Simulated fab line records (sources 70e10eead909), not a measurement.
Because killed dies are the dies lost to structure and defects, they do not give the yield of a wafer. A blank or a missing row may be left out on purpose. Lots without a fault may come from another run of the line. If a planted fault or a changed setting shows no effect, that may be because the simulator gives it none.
Matching of chambers | flow nand harc | NHARC_A_DECK1_JOINT_CMP_02 on cmp-02 has 4 sister chambers
The step polishes SiOx. 8 wafers are shown with their chamber, then 9 later ones without.

## WAFERS, EACH WITH ITS CHAMBER
wafer  | chamber | motor current A (A) | slurry flow ml min
L084.3 | 3       | 11.4                | 148.7
L084.4 | 0       | 13.5                | 149.2
L085.2 | 0       | 13.7                | 150.7
L085.3 | 1       | 12.2                | 150.7
L085.5 | 2       | 10.8                | 149.7
L087.3 | 1       | 12.6                | 149.8
L087.4 | 2       | 11.1                | 149.3
L087.6 | 3       | 11.7                | 150.5

## WAFERS MISSING THEIR CHAMBER
wafer  | motor current A (A) | slurry flow ml min
L089.2 | 11.7                | 150.0
L089.3 | 11.1                | 149.8
L089.4 | 12.9                | 149.9
L093.1 | 11.3                | 149.7
L093.5 | 11.7                | 150.6
L093.6 | 14.0                | 150.0
L097.1 | 11.5                | 149.8
L097.3 | 11.8                | 150.3
L097.5 | 10.3                | 150.2

## WHICH CHAMBER EACH WENT THROUGH
wafer  | from the rows above     | in truth
L089.2 | 3                       | 3
L089.3 | can't be placed: 2 or 3 | 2
L089.4 | can't be placed: 1 or 0 | 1
L093.1 | can't be placed: 3 or 2 | 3
L093.5 | can't be placed: 3 or 1 | 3
L093.6 | 0                       | 0
L097.1 | 3                       | 3
L097.3 | can't be placed: 3 or 1 | 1
L097.5 | 2                       | 2
Correctly placed: 4 of 9. Can't be placed from these rows: 5 (the true chamber is among the candidates in 5). Placed wrongly: 0.
How it was worked out, from the rows above alone: a wafer's distance from a chamber is the root of the sum, over the readings, of the square of ((its reading less the chamber's mean) divided by the reading's scatter). The wafer belongs to the nearest chamber; if the next one is less than 2 further off, it can't be placed. The mean given for a chamber averages the wafers shown for that chamber. The scatter: the root of (the sum of the squares of (reading less its chamber's mean) over the shown wafers, divided by (wafers less chambers)).
